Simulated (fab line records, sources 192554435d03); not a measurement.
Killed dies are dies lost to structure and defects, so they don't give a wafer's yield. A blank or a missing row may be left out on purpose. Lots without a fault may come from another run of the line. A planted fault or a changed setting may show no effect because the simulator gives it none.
One fault seen from 2 desks | flow n5_finfet | each desk has only its own numbers; what lay behind them comes last

THE METROLOGY DESK
What the gauges read, lot by lot, whatever tool the lot ran on: means of the sampled wafers that have a number. A lot is out of limits, marked OUT, if its mean lies more than 4 standard deviations from the usual mean; the brackets give that distance. Of its 16 readings 7 are shown: the one that was out of limits first, and those that lie furthest out on some lot.
Columns: A = thk_nm at N5_SD_EPI_P_EPI_MEAS_23, usual 61.1 nm; B = RS_SD_P at N5_SD_ACTIVATION_RS_MEAS_03, usual 55.8 ohm/sq; C = ION_P at N5_BEOL_M4_RC_MEAS_101, usual 466 uA/um; D = REXT_P at N5_BEOL_M4_RC_MEAS_101, usual 100.4 ohm.um; E = RS_SD_P at N5_BEOL_M4_RC_MEAS_101, usual 65.6 ohm/sq; F = VT_P at N5_BEOL_M4_RC_MEAS_101, usual -249 mV; G = VT_P_LVT at N5_BEOL_M4_RC_MEAS_101, usual -98.3 mV
lot  | first seen here | A              | B              | C              | D                | E              | F               | G
L711 | day 3 23:17     | 62.2           | 55.3           | 463            | 101.3            | 65.3           | -253            | -100.8
L716 | day 5 05:55     | 43.3 (-15) OUT | 78.6 (+32) OUT | 432 (-5.4) OUT | 115.4 (+7.1) OUT | 93.0 (+31) OUT | -264 (-4.4) OUT | -112.6 (-5.1) OUT
L717 | day 5 11:42     | 42.3 (-16) OUT | 79.8 (+34) OUT | 436 (-4.8) OUT | 116.9 (+7.9) OUT | 93.5 (+32) OUT | -262 (-4.0) OUT | -109.2
L731 | day 10 07:38    | 62.4           | 55.2           | 474            | 100.1            | 64.9           | -245            | -92.9
This desk's finding: out of limits on L716, L717; first on L716, day 5 05:55 (thk_nm at N5_SD_EPI_P_EPI_MEAS_23). In limits: L711, L731.

THE TOOL OWNER'S DESK: epi_rpcvd-01
The tool's own readings at N5_SD_EPI_P_EPI_21 (deposits SiGe:B, time 355 s): means of the sampled wafers that have a number, for each lot that ran on this tool. A lot is out of limits, marked OUT, if its mean lies more than 4 standard deviations from the usual mean; the brackets give that distance.
Columns: A = chamber_pressure_Torr at N5_SD_EPI_P_EPI_21, usual 20.01 Torr
lot  | first seen here | A
L711 | day 3 21:48     | 20.10
L716 | day 5 04:04     | 20.00
L717 | day 5 09:52     | 20.03
This desk's finding: nothing out of limits on any of the 3 lots.

PUT TOGETHER
The metrology desk could have raised an alarm at day 5 05:55, on L716, L717.
The tool owner's desk saw nothing out of limits.
The tool owner's desk has L716, L717 on record, within its limits.
Of the lots named, all ran N5_SD_EPI_P_EPI_21 on epi_rpcvd-01.

WHAT THE SIMULATOR HAD PUT IN
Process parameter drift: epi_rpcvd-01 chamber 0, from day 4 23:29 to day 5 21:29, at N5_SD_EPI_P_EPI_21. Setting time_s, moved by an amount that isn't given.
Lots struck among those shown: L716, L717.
Hours from the fault's start to each desk's first reading out of limits: the metrology desk, 6.
